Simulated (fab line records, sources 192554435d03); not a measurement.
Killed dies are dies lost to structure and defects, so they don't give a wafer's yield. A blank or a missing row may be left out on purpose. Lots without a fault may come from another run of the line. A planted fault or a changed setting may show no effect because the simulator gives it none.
Chamber matching | flow n5_finfet | N5_DUMMY_GATE_ETCH_42 on rie_diel-02: 4 sister chambers
The step etches SiO2 in CHF3/O2, target depth 3.5 nm, time 31 s. 22 wafers are shown with their chamber, then 11 later ones without.

WAFERS WITH THEIR CHAMBER
wafer  | chamber | drypump_motor_current_A (A) | showerhead_plenum_p_Torr (Torr) | oes_product_au (a.u.)
L074.2 | 2       | 5.9                         | 2.44                            | 0.79
L074.4 | 0       | 5.7                         | 2.47                            | 0.69
L074.6 | 3       | 4.9                         | 2.30                            | 0.76
L078.1 | 0       | 5.7                         | 2.47                            | 0.68
L078.3 | 1       | 6.4                         | 2.41                            | 0.69
L078.4 | 0       | 5.7                         | 2.47                            | 0.68
L080.2 | 0       | 5.7                         | 2.47                            | 0.68
L080.3 | 2       | 5.9                         | 2.44                            | 0.80
L080.6 | 0       | 5.7                         | 2.47                            | 0.68
L081.3 | 0       | 5.7                         | 2.47                            | 0.67
L081.5 | 1       | 6.3                         | 2.40                            | 0.68
L081.6 | 2       | 5.9                         | 2.44                            | 0.80
L083.4 | 2       | 5.8                         | 2.44                            | 0.79
L083.5 | 3       | 4.9                         | 2.29                            | 0.75
L083.6 | 2       | 5.8                         | 2.44                            | 0.80
L085.2 | 0       | 5.7                         | 2.47                            | 0.67
L085.3 | 3       | 4.9                         | 2.29                            | 0.76
L085.5 | 3       | 4.9                         | 2.29                            | 0.76
L091.3 | 0       | 5.7                         | 2.46                            | 0.67
L091.5 | 1       | 6.4                         | 2.40                            | 0.67
L091.6 | 0       | 5.7                         | 2.46                            | 0.67
L092.2 | 1       | 6.3                         | 2.40                            | 0.67

SIGNATURES (means of the wafers above)
reading                  | chamber 0 | chamber 1 | chamber 2 | chamber 3 | scatter within a chamber
drypump_motor_current_A  | 5.700     | 6.350     | 5.860     | 4.900     | 0.035
showerhead_plenum_p_Torr | 2.4678    | 2.4025    | 2.4400    | 2.2925    | 0.00412
oes_product_au           | 0.6767    | 0.6775    | 0.7960    | 0.7575    | 0.00695
Rule: a wafer's distance from a chamber is the root of the sum, over the readings, of the square of ((its reading less the chamber's mean) divided by the reading's scatter). The wafer belongs to the nearest chamber; if the next one is less than 2 further off, it can't be placed. The scatter: the root of (the sum of the squares of (reading less its chamber's mean) over the shown wafers, divided by (wafers less chambers)).

WAFERS WITHOUT THEIR CHAMBER
wafer  | drypump_motor_current_A (A) | showerhead_plenum_p_Torr (Torr) | oes_product_au (a.u.)
L092.3 | 4.9                         | 2.29                            | 0.74
L092.6 | 6.3                         | 2.40                            | 0.67
L093.2 | 5.7                         | 2.46                            | 0.66
L093.3 | 6.4                         | 2.40                            | 0.68
L093.5 | 5.7                         | 2.46                            | 0.67
L095.1 | 6.3                         | 2.39                            | 0.67
L095.4 | 6.4                         | 2.39                            | 0.67
L095.5 | 4.9                         | 2.29                            | 0.74
L097.2 | 6.3                         | 2.39                            | 0.68
L097.3 | 4.9                         | 2.29                            | 0.74
L097.5 | 6.3                         | 2.39                            | 0.68

WHICH CHAMBER EACH WENT THROUGH
wafer  | from the rows above | in truth
L092.3 | 3                   | 3
L092.6 | 1                   | 1
L093.2 | 0                   | 0
L093.3 | 1                   | 1
L093.5 | 0                   | 0
L095.1 | 1                   | 1
L095.4 | 1                   | 1
L095.5 | 3                   | 3
L097.2 | 1                   | 1
L097.3 | 3                   | 3
L097.5 | 1                   | 1
Placed correctly: 11 of 11. Can't be placed from these rows: 0. Placed wrongly: 0.
